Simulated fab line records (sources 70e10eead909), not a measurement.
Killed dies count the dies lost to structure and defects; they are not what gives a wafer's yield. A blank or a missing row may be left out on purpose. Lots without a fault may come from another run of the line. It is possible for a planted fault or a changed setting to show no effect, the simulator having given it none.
Comparing a struck lot with a sound one    flow nand harc    15 out of 1159 route steps
Sound: the wafers L211.3, L211.4, L211.6. Wafers L224.3, L224.4, L224.6 were the ones struck. The cause is given at the end.
Per side, at each step with rows, come the tool, then ch with its chambers, and then its first start. Under that, the readings that differ: sound wafers    struck wafers    difference of the means    sigmas: that difference in standard deviations of wafers without a fault.
alike: readings whose means differ by less than 2 such deviations, and words and numbers that are the same on both sides. not compared: withheld readings, readings that some wafer has no value for, bounds like >300 that may hide the same value, and numbers for which the record gives no deviation and whose values overlap.
Wherever a step has rows on one side only, a row that says differs or no value, or a row with sigmas, the two part there. Numbers that have no deviation but don't overlap get no sigmas and don't part them. Lack of a reading on every wafer of one side parts them only where that side has two or more wafers.

first, 1 step without rows for these wafers: NHARC_A_ONON_D1_DEP_06 (target thk 1000 nm).
NHARC_A_ONON_D1_THK_MEAS_08: measures by ellipsometry.
  sound on film metro-01 at day 8 02:41; struck on film metro-02 at day 11 11:02
reading      sound        struck        difference  sigmas
thk nm (nm)  979 979 979  998 1000 998  +20         +2
next comes 1 step that has no rows for these wafers: NHARC_A_ONON_D1_DEP_09 (target thickness 1000 nm).
NHARC_A_ONON_D1_THK_MEAS_11: measures by ellipsometry.
  sound on film metro-02 at day 8 03:16; struck on film metro-01 at day 11 11:37
  alike: thk nm
next comes 1 step that has no rows for these wafers: NHARC_A_ONON_D1_DEP_12 (target thickness 1000 nm).
NHARC_A_ONON_D1_THK_MEAS_14: measures by ellipsometry.
  sound on film metro-02 at day 8 03:50; struck on film metro-01 at day 11 12:15
  alike: thk nm
then, 2 steps without rows for these wafers: NHARC_A_ONON_D1_ANNEAL_15 (time 3600 s); NHARC_A_ONON_D1_DEP_16 (target thk 1000 nm).
NHARC_A_ONON_D1_THK_MEAS_18: measures by ellipsometry.
  sound on film metro-01 at day 8 12:17; struck on film metro-02 at day 11 19:12
  alike: thk nm
next comes 1 step that has no rows for these wafers: NHARC_A_ONON_D1_DEP_19 (target thickness 1000 nm).
NHARC_A_ONON_D1_THK_MEAS_21: measures by ellipsometry.
  sound on film metro-01 at day 8 12:51; struck on film metro-01 at day 11 19:47
reading      sound           struck       difference  sigmas
thk nm (nm)  1011 1011 1010  983 982 982  -28         -2
NHARC_A_ONON_D1_DEP_22: target thk 1000 nm.
  sound on pecvd onon-01 ch 0, day 8 13:01; struck on pecvd onon-02 ch 0, day 11 19:57
NHARC_A_ONON_D1_THK_MEAS_24: measures by ellipsometry.
  sound on film metro-02 at day 8 13:25; struck on film metro-01 at day 11 20:20
reading      sound           struck       difference  sigmas
thk nm (nm)  1002 1004 1002  685 687 687  -316        -35
next comes 1 step that has no rows for these wafers: NHARC_A_ONON_D1_DEP_25 (target thickness 1000 nm).
-- the record jumps here: 11 days lie between the struck wafers' starts before and after (it left off in module A_ONON_D1 and takes up again in module END, whose first step shown is number 1159 of the route) --
NHARC_END_SORT_01:
  only the struck wafers appear in the record here, on prober-02 ch 0 at day 22 19:45; the sound ones have no rows

## WHERE THEY PART
At NHARC_A_ONON_D1_THK_MEAS_08 first; at NHARC_END_SORT_01 last (within this record only).

WHY: what the simulator had put in
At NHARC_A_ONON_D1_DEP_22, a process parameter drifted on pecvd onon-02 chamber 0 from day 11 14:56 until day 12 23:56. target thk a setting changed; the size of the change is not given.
